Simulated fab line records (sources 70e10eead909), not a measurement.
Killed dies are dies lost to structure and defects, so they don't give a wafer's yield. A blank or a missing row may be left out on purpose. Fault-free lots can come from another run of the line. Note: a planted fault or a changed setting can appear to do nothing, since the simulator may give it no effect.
Problem report, 8D (eight disciplines) form, completed by code -- flow nand harc -- the parts of the form that need people (team, actions taken, sign-off) are left out

## 1. PROBLEM STATEMENT
Wafers with no fault read 28.8 s with a standard deviation of 2.1, whereas time to endpoint s at NHARC_P_M2_CMP_23 reads a mean of 42.2 s on 1 wafer of 1 lot. Relative to the usual mean, that is a shift of +6.4 standard deviations.
The step: polishes, t overpolish 20 s, target thk 144.3 nm.
First observed at day 12 21:39: wafer L380.1, on cmp-04. The record has a number at this step for 33 wafers belonging to 11 lots. Rule for "out" (also "out of limits"): further than 4 standard deviations from the usual mean. Any other wafer with a number is counted as sound.

## 2. WHAT THIS IS AND IS NOT
question,is,is not
which readings at this step,time to endpoint s,"edge zone pressure frac, motor current A, retaining ring pressure frac"
which lots,L380,"L368, L369, L370, L371, L373, L376, L377, L378, L389, L390"
which wafers of those lots,L380.1,"L380.2, L380.3"
read on which tools,cmp-04,"cmp-01, cmp-02"
when,from day 12 21:39,"up to then (26 sound wafers); but 6 sound wafers of L389, L390 came after"

## 3. WHAT RULES OUT EACH SUSPECT
Counting: a tool at a process step up to the reading stays a suspect if it ran every lot that is out. Sound lots after the first of them don't rule it out here, since some wafers of a struck lot are sound.
- rie diel-09 at NHARC_P_M2_ETCH_28 (etches the open film in CF4/N2, target depth 30 nm, time 72.99 s): kept. It processed L380, the lot that is out, at day 12 20:56, and its most recent sound lot before then was L378 at day 11 03:50. Because NHARC_P_M2_ETCH_28 lacks a start for some lots, the hours and order of its lots are taken from NHARC_P_M2_ECD_22.
- pvd sputter-01 at NHARC_P_M2_PVD_20 (deposits TaN, target thk 5 nm, time 8.06 s): kept. It processed L380, the lot that is out, at day 12 20:56, and its most recent sound lot before then was L376 at day 10 01:47. Because NHARC_P_M2_PVD_20 lacks a start for some lots, the hours and order of its lots are taken from NHARC_P_M2_ECD_22.
- ecd cu-01 at NHARC_P_M2_ECD_22 (material Cu, target thk 400 nm): kept. It processed L380, the lot that is out, at day 12 20:56, and its most recent sound lot before then was L378 at day 11 03:50.
- cmp-04 at NHARC_P_M2_CMP_23 (polishes, t overpolish 20 s, target thk 144.3 nm): kept. It processed L380, the lot that is out, at day 12 21:39, and its most recent sound lot before then was L377 at day 11 00:46. Out on those wafers are its own readings of time to endpoint s.
- Within rie diel-09 at NHARC_P_M2_ETCH_28: the wafers that are out ran in chamber 0; their sound lot-mates ran in chambers 2, 3.
- Within cmp-04 at NHARC_P_M2_CMP_23: the wafers that are out ran in chamber 1; their sound lot-mates ran in chambers 0, 3.
Left after counting: rie diel-09 at NHARC_P_M2_ETCH_28, pvd sputter-01 at NHARC_P_M2_PVD_20, ecd cu-01 at NHARC_P_M2_ECD_22, cmp-04 at NHARC_P_M2_CMP_23.

## 4. THE CAUSE (what the simulator had put in)
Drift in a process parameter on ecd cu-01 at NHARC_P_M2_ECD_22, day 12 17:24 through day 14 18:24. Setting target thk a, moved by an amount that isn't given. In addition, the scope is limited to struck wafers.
4 suspects survive the count, and this tool is in that group.

## 5. THE CHAIN OF EFFECTS, in route order
Rows list readings where the struck wafers' mean (over those with a number) sits beyond 3 standard deviations from the usual. Scope: only readings with a usual standard deviation given in the record; hours: median across lots of the time from each lot's start at the first step in this table that gives one to its start at this step; sigmas: change in usual standard deviations.
hours,step,reading,usual,on struck wafers,change,sigmas
0,NHARC_P_M2_CMP_23,time to endpoint s,28.8 s,42.2,+13.4,+6.4
Its process steps:
- NHARC_P_M2_CMP_23: polishes, t overpolish 20 s, target thk 144.3 nm.
At these later measuring or inspecting steps, every struck wafer for which the step has a row has a number for every such reading, and none has moved that far: NHARC_P_M2_THK_MEAS_24.

## 6. HOW IT WOULD HAVE BEEN CAUGHT EARLIER
In this record the first reading out of limits was taken at day 12 21:39, 4 hours after the fault began at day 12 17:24.
The start of NHARC_P_M2_ECD_22 on ecd cu-01 came by day 12 21:39 for every one of the lots that are out (1). Tool hold at that time: it would have spared none of them.
